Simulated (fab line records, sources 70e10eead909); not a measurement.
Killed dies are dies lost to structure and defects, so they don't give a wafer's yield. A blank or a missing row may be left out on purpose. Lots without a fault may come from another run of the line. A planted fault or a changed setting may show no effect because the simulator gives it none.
Chamber matching | flow nand_harc | NHARC_A_WL_FILL_ALD_00 on ald_hk-03: 4 sister chambers
The step deposits Al2O3, target thk 3 nm, pulse time 3 s, ald cycles 30. 8 wafers are shown with their chamber, then 8 later ones without.

WAFERS WITH THEIR CHAMBER
wafer  | chamber | heater_power_outer_w (W) | heater_power_w (W)
L378.5 | 3       | 264                      | 484
L382.2 | 2       | 272                      | 450
L386.3 | 0       | 288                      | 516
L386.6 | 3       | 262                      | 470
L385.2 | 0       | 296                      | 527
L385.4 | 1       | 246                      | 458
L385.5 | 2       | 271                      | 463
L383.1 | 1       | 250                      | 448

WAFERS WITHOUT THEIR CHAMBER
wafer  | heater_power_outer_w (W) | heater_power_w (W)
L383.4 | 293                      | 542
L383.6 | 293                      | 528
L388.1 | 260                      | 467
L388.2 | 295                      | 520
L388.3 | 241                      | 452
L393.1 | 273                      | 468
L393.3 | 287                      | 528
L393.4 | 244                      | 445

WHICH CHAMBER EACH WENT THROUGH
wafer  | from the rows above     | in truth
L383.4 | 0                       | 0
L383.6 | 0                       | 0
L388.1 | 3                       | 3
L388.2 | 0                       | 0
L388.3 | 1                       | 1
L393.1 | can't be placed: 2 or 3 | 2
L393.3 | 0                       | 0
L393.4 | 1                       | 1
Placed correctly: 7 of 8. Can't be placed from these rows: 1 (the true chamber is among the candidates in 1). Placed wrongly: 0.
How it was worked out, from the rows above alone: a wafer's distance from a chamber is the root of the sum, over the readings, of the square of ((its reading less the chamber's mean) divided by the reading's scatter). The wafer belongs to the nearest chamber; if the next one is less than 2 further off, it can't be placed. A chamber's mean is the mean of its shown wafers. The scatter: the root of (the sum of the squares of (reading less its chamber's mean) over the shown wafers, divided by (wafers less chambers)).
